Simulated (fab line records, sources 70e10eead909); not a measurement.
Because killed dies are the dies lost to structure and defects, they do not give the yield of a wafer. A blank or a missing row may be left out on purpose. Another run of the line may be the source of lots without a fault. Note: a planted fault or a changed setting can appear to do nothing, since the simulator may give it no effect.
Chamber matching -- flow nand_harc -- NHARC_A_STAIRCASE_CMP_472 on cmp-04: 4 sister chambers
The step polishes SiO2. 4 wafers are shown with their chamber, then 11 later ones without.

== WAFERS, EACH WITH ITS CHAMBER ==
wafer,chamber,motor_current_A (A)
L084.4,0,14.8
L085.5,2,12.1
L085.6,1,13.3
L088.3,3,11.0

== WAFERS MISSING THEIR CHAMBER ==
wafer,motor_current_A (A)
L088.5,11.7
L088.6,11.0
L087.1,13.3
L087.4,12.8
L087.6,15.2
L093.1,11.3
L093.2,12.6
L093.6,11.2
L095.1,13.2
L095.2,10.6
L095.4,14.1

== THE CHAMBER EACH PASSED THROUGH ==
wafer,from the rows above,in truth
L088.5,can't be placed: 2 or 3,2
L088.6,3,3
L087.1,1,1
L087.4,can't be placed: 1 or 2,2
L087.6,0,0
L093.1,can't be placed: 3 or 2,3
L093.2,can't be placed: 2 or 1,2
L093.6,can't be placed: 3 or 2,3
L095.1,1,1
L095.2,3,3
L095.4,can't be placed: 0 or 1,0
5 of 11 placed correctly. Not placeable from these rows: 6 (in 6, the candidates include the true chamber). Number placed wrongly: 0.
How it was worked out, from the rows above alone: a wafer's distance from a chamber is the root of the sum, over the readings, of the square of ((its reading less the chamber's mean) divided by the reading's scatter). If the next closest chamber is less than 2 further off than the closest, the wafer can't be placed; otherwise it belongs to the closest. A chamber's mean is the mean of its shown wafers. The scatter: with one shown wafer a chamber, the root of the mean of the squares of how far each hidden wafer lies from its nearest shown one.
